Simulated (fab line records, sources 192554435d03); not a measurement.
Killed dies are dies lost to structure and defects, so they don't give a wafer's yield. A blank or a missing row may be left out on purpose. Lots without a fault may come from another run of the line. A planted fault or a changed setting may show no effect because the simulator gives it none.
Chamber matching | flow n5_finfet | N5_BEOL_M4_DEP_57 on pecvd-01: 3 sister chambers
The step deposits SiCN from 3MS/NH3, target thk 8 nm, time 14 s. 6 wafers are shown with their chamber, then 8 later ones without.

WAFERS WITH THEIR CHAMBER
wafer  | chamber | throttle_valve_pct (%) | showerhead_plenum_p_Torr (Torr)
L077.5 | 2       | 7.9                    | 3.676
L077.6 | 1       | 8.7                    | 3.649
L082.2 | 0       | 9.7                    | 3.646
L082.4 | 1       | 8.6                    | 3.640
L082.5 | 2       | 8.3                    | 3.673
L085.2 | 0       | 9.6                    | 3.650

WAFERS WITHOUT THEIR CHAMBER
wafer  | throttle_valve_pct (%) | showerhead_plenum_p_Torr (Torr)
L085.4 | 7.9                    | 3.673
L085.5 | 9.0                    | 3.637
L086.2 | 9.8                    | 3.644
L086.3 | 9.6                    | 3.650
L086.6 | 9.6                    | 3.653
L095.2 | 8.9                    | 3.632
L095.4 | 9.5                    | 3.650
L095.6 | 8.7                    | 3.651

WHICH CHAMBER EACH WENT THROUGH
wafer  | from the rows above     | in truth
L085.4 | 2                       | 2
L085.5 | can't be placed: 1 or 0 | 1
L086.2 | 0                       | 0
L086.3 | 0                       | 0
L086.6 | 0                       | 0
L095.2 | 1                       | 1
L095.4 | 0                       | 0
L095.6 | 1                       | 1
Placed correctly: 7 of 8. Can't be placed from these rows: 1 (the true chamber is among the candidates in 1). Placed wrongly: 0.
How it was worked out, from the rows above alone: a wafer's distance from a chamber is the root of the sum, over the readings, of the square of ((its reading less the chamber's mean) divided by the reading's scatter). The wafer belongs to the nearest chamber; if the next one is less than 2 further off, it can't be placed. A chamber's mean is the mean of its shown wafers. The scatter: the root of (the sum of the squares of (reading less its chamber's mean) over the shown wafers, divided by (wafers less chambers)).
